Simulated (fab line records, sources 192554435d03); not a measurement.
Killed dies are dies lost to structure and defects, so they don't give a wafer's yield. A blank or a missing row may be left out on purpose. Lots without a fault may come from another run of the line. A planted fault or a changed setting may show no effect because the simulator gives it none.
Problem report in the 8D (eight disciplines) form, filled by code | flow n5_finfet | the parts of the form that need people (team, actions taken, sign-off) are left out

1. THE PROBLEM
raw_defect_count at N5_BEOL_M0_INSPECT_127 reads a mean of 586 on 2 wafers of 2 lots; wafers without a fault read 74 with a standard deviation of 24. That is +21 standard deviations from the usual mean.
The step: inspects for defects (darkfield).
First seen on wafer L193.1, day 11 07:44, on defect_inspect-01. The record holds 27 wafers of 9 lots with a number at this step. Rule for "out", or "out of limits": more than 4 standard deviations from the usual mean. The other wafers with a number count as sound.

2. WHAT IT IS AND WHAT IT IS NOT
question                    | is                                   | is not
which readings at this step | raw_defect_count                     | -
which lots                  | L193, L194                           | L173, L177, L178, L179, L182, L185, L192
which wafers of those lots  | L193.1, L194.3                       | L193.3, L193.4, L194.1, L194.4
read on which gauges        | defect_inspect-01, defect_inspect-02 | -
when                        | from day 11 07:44                    | up to then (23 sound wafers); but 2 sound wafers of L194 came after

3. SUSPECTS, AND WHAT RULES EACH OUT
Counting: a tool at a process step up to the reading stays a suspect if it ran every lot that is out. Sound lots after the first of them don't rule it out here, since some wafers of a struck lot are sound.
- the gauge at N5_BEOL_M0_INSPECT_127: ruled out. The wafers that are out were read on 2 gauges (defect_inspect-01, defect_inspect-02).
- cvd_co-01 at N5_BEOL_M0_CO_CAP_123 (material Co, precursor CCTBA/H2, target thk 2 nm, time 102.1 s): kept. It ran every lot that is out, first L193 (day 11 07:32); its last sound lot up to then is L192 (day 11 07:06).
- Within cvd_co-01 at N5_BEOL_M0_CO_CAP_123: the wafers that are out ran in chamber 1; their sound lot-mates ran in chambers 0, 2.
Left after counting: cvd_co-01 at N5_BEOL_M0_CO_CAP_123.

4. THE CAUSE (what the simulator had put in)
Chamber particle source: cvd_co-01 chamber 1, from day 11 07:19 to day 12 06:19, at N5_BEOL_M0_CO_CAP_123. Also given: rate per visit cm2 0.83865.
Counting left only this tool.

5. THE CHAIN OF EFFECTS, in route order
Each row: a reading whose mean over the struck wafers that have a number lies more than 3 standard deviations from the usual. Only readings for which the record gives a usual standard deviation are gone through. hours: the time from each lot's start at the first step in this table that gives one to its start at this step, as a median over the lots. sigmas: the change in usual standard deviations.
hours | step                    | reading              | usual  | on struck wafers | change | sigmas
0     | N5_BEOL_M0_INSPECT_127  | raw_defect_count     | 74     | 586              | +512   | +21
1     | N5_BEOL_M1_INSPECT_13   | raw_defect_count     | 389    | 866              | +477   | +5.6
2     | N5_BEOL_M1_INSPECT_30   | raw_defect_count     | 388    | 860              | +472   | +5.2
183   | N5_PASSIVATION_PROBE_49 | defect_limited_yield | 91.0 % | 84.6             | -6.4   | -4.6
183   | N5_PASSIVATION_PROBE_49 | killed_at_M0_to_M3   | 33     | 131              | +98    | +8.9
183   | N5_PASSIVATION_PROBE_49 | killed_dies          | 106    | 182              | +76    | +4.5
183   | N5_PASSIVATION_PROBE_49 | sort_bin_5_function  | 5.2 %  | 9.6              | +4.4   | +4.6
183   | N5_PASSIVATION_PROBE_49 | sort_n_pass          | 1074   | 998              | -76    | -4.5
183   | N5_PASSIVATION_PROBE_49 | sort_yield_pct       | 91.0 % | 84.6             | -6.4   | -4.6
The process steps in it:
- N5_PASSIVATION_PROBE_49
Later measuring or inspecting steps at which every struck wafer that the step has a row for has a number for every such reading, and none has moved that far: N5_BEOL_M4_RC_MEAS_101.

6. WHAT WOULD HAVE CAUGHT IT SOONER
In this record the first reading out of limits at a measuring or inspecting step was taken at day 11 07:44, 0 hours after the fault began at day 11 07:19.
Of the tool readings at N5_BEOL_M0_CO_CAP_123 for which the record gives a usual standard deviation, none was out on any struck wafer, so an alarm limit of 4 standard deviations on them would not have fired.
Of the lots that are out (2), L194 began N5_BEOL_M0_CO_CAP_123 on cvd_co-01 after day 11 07:44. A hold on the tool at that time would have spared it.
